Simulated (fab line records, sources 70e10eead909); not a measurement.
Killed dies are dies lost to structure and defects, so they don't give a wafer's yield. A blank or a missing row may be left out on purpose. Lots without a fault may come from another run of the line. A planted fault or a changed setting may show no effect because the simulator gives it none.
Chamber matching | flow nand_harc | NHARC_P_GATE_DESCUM_93 on rie_diel-11: 4 sister chambers
The step chemistry O2, time 3 s. 22 wafers are shown with their chamber, then 11 later ones without.

WAFERS WITH THEIR CHAMBER
wafer  | chamber | drypump_motor_current_A (A) | oes_product_au (a.u.) | rf_vpp_V (V)
L076.2 | 2       | 5.4                         | 0.988                 | 57.9
L076.4 | 1       | 5.5                         | 0.998                 | 56.5
L076.5 | 1       | 5.5                         | 0.998                 | 57.4
L077.1 | 1       | 5.6                         | 0.991                 | 56.2
L077.5 | 0       | 5.7                         | 0.990                 | 58.5
L077.6 | 1       | 5.6                         | 0.995                 | 57.0
L082.2 | 1       | 5.6                         | 0.994                 | 57.0
L082.3 | 3       | 6.3                         | 1.003                 | 58.1
L082.6 | 3       | 6.3                         | 1.003                 | 57.9
L078.1 | 0       | 5.8                         | 0.989                 | 58.2
L078.3 | 3       | 6.3                         | 1.007                 | 57.2
L078.5 | 1       | 5.6                         | 0.984                 | 58.1
L080.2 | 2       | 5.4                         | 0.988                 | 57.4
L080.4 | 3       | 6.3                         | 0.996                 | 57.8
L080.5 | 1       | 5.6                         | 0.994                 | 57.2
L079.1 | 0       | 5.8                         | 0.988                 | 58.1
L079.3 | 3       | 6.3                         | 0.989                 | 57.7
L079.5 | 1       | 5.6                         | 0.989                 | 57.7
L086.1 | 3       | 6.3                         | 1.010                 | 58.9
L086.3 | 0       | 5.8                         | 0.989                 | 58.2
L086.4 | 1       | 5.6                         | 1.000                 | 56.9
L090.1 | 3       | 6.3                         | 1.010                 | 57.2

SIGNATURES (means of the wafers above)
reading                 | chamber 0 | chamber 1 | chamber 2 | chamber 3 | scatter within a chamber
drypump_motor_current_A | 5.775     | 5.578     | 5.400     | 6.300     | 0.0358
oes_product_au          | 0.98900   | 0.99367   | 0.98800   | 1.00257   | 0.00559
rf_vpp_V                | 58.250    | 57.111    | 57.650    | 57.829    | 0.524
Rule: a wafer's distance from a chamber is the root of the sum, over the readings, of the square of ((its reading less the chamber's mean) divided by the reading's scatter). The wafer belongs to the nearest chamber; if the next one is less than 2 further off, it can't be placed. The scatter: the root of (the sum of the squares of (reading less its chamber's mean) over the shown wafers, divided by (wafers less chambers)).

WAFERS WITHOUT THEIR CHAMBER
wafer  | drypump_motor_current_A (A) | oes_product_au (a.u.) | rf_vpp_V (V)
L090.3 | 5.8                         | 0.995                 | 56.9
L090.5 | 5.5                         | 0.997                 | 58.4
L093.1 | 6.3                         | 0.999                 | 59.2
L093.2 | 5.4                         | 0.975                 | 56.5
L093.5 | 6.3                         | 1.004                 | 58.7
L096.3 | 5.4                         | 0.979                 | 57.3
L096.5 | 5.8                         | 0.993                 | 58.1
L096.6 | 6.3                         | 1.009                 | 58.7
L097.2 | 5.4                         | 0.979                 | 57.5
L097.3 | 6.3                         | 1.005                 | 57.7
L097.6 | 6.3                         | 1.008                 | 57.0

WHICH CHAMBER EACH WENT THROUGH
wafer  | from the rows above     | in truth
L090.3 | 0                       | 0
L090.5 | can't be placed: 1 or 2 | 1
L093.1 | 3                       | 3
L093.2 | 2                       | 2
L093.5 | 3                       | 3
L096.3 | 2                       | 2
L096.5 | 0                       | 0
L096.6 | 3                       | 3
L097.2 | 2                       | 2
L097.3 | 3                       | 3
L097.6 | 3                       | 3
Placed correctly: 10 of 11. Can't be placed from these rows: 1 (the true chamber is among the candidates in 1). Placed wrongly: 0.
